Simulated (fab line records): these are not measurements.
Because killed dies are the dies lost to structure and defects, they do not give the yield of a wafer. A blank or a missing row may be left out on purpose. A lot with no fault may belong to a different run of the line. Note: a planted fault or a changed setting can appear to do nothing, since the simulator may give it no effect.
Matching of chambers / flow nandHarc / NHARC_A_CHANNEL_FILL_D2_CMP_10 on cmp-04 has 4 sister chambers
The step polishes, target thk 150 nm. 4 wafers are shown with their chamber, then 10 later ones without.

## WAFERS, EACH WITH ITS CHAMBER
wafer=L078.4; chamber=3; motorCurrentA (A)=9.8
wafer=L083.6; chamber=0; motorCurrentA (A)=12.0
wafer=L088.2; chamber=2; motorCurrentA (A)=12.2
wafer=L088.4; chamber=1; motorCurrentA (A)=10.4

## WAFERS WITH NO CHAMBER GIVEN
wafer=L088.5; motorCurrentA (A)=10.6
wafer=L091.2; motorCurrentA (A)=11.6
wafer=L091.4; motorCurrentA (A)=12.4
wafer=L091.6; motorCurrentA (A)=10.8
wafer=L094.2; motorCurrentA (A)=12.0
wafer=L094.5; motorCurrentA (A)=12.3
wafer=L094.6; motorCurrentA (A)=10.2
wafer=L095.3; motorCurrentA (A)=10.2
wafer=L095.5; motorCurrentA (A)=12.7
wafer=L095.6; motorCurrentA (A)=11.0

## THE CHAMBER EACH PASSED THROUGH
wafer=L088.5; from the rows above=can't be placed: 1 or 3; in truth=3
wafer=L091.2; from the rows above=can't be placed: 0 or 2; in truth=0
wafer=L091.4; from the rows above=can't be placed: 2 or 0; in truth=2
wafer=L091.6; from the rows above=can't be placed: 1 or 3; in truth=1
wafer=L094.2; from the rows above=can't be placed: 0 or 2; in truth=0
wafer=L094.5; from the rows above=can't be placed: 2 or 0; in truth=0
wafer=L094.6; from the rows above=can't be placed: 1 or 3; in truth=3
wafer=L095.3; from the rows above=can't be placed: 1 or 3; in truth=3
wafer=L095.5; from the rows above=can't be placed: 2 or 0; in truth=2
wafer=L095.6; from the rows above=can't be placed: 1 or 0 or 2 or 3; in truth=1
Correct placement for 0 of the 10. From these rows, 10 cannot be placed; in 10 the true chamber is one of the candidates. Wrongly placed: 0.
How it was worked out, from the rows above alone: a wafer's distance from a chamber is the root of the sum, over the readings, of the square of ((its reading less the chamber's mean) divided by the reading's scatter). If the next closest chamber is less than 2 further off than the closest, the wafer can't be placed; otherwise it belongs to the closest. A chamber's mean is the mean of its shown wafers. The scatter (one wafer shown for each chamber): square how far every hidden wafer sits from the nearest shown wafer, average those squares and take the square root.
